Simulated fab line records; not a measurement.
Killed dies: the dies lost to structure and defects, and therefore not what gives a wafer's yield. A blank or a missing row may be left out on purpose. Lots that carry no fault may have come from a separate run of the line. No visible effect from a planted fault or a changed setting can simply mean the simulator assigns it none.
Chamber matching    flow n5Finfet    4 sister chambers for N5_BEOL_M0_ALD_136 on aldMetal-03
The step deposits TaN, pulse time 2 s, purge time 3 s, co reactant purge time 2 s. 8 wafers are shown with their chamber, then 10 later ones without.

WAFERS, EACH WITH ITS CHAMBER
wafer   chamber  heaterPowerW (W)
L076.3  0        350
L082.1  0        340
L082.5  1        368
L084.3  1        375
L085.1  3        455
L085.5  2        406
L088.1  2        405
L088.2  3        460

WAFERS MISSING THEIR CHAMBER
wafer   heaterPowerW (W)
L088.5  348
L091.2  349
L091.3  374
L091.5  475
L094.3  367
L094.4  457
L094.6  401
L097.3  463
L097.4  368
L097.6  461

WHICH CHAMBER EACH ONE RAN IN
wafer   from the rows above  in truth
L088.5  0                    0
L091.2  0                    0
L091.3  1                    1
L091.5  3                    3
L094.3  1                    1
L094.4  3                    3
L094.6  2                    2
L097.3  3                    3
L097.4  1                    1
L097.6  3                    3
Correct placement for 10 of the 10. Can't be placed from these rows: 0. Placed wrongly: 0.
How it was worked out, from the rows above alone: a wafer's distance from a chamber is the root of the sum, over the readings, of the square of ((its reading less the chamber's mean) divided by the reading's scatter). The wafer belongs to the nearest chamber; if the next one is less than 2 further off, it can't be placed. Each chamber's mean is taken over the wafers shown for it. The scatter is the square root of a quotient: the sum, over the shown wafers, of each reading's squared deviation from its chamber's mean, divided by wafers minus chambers.
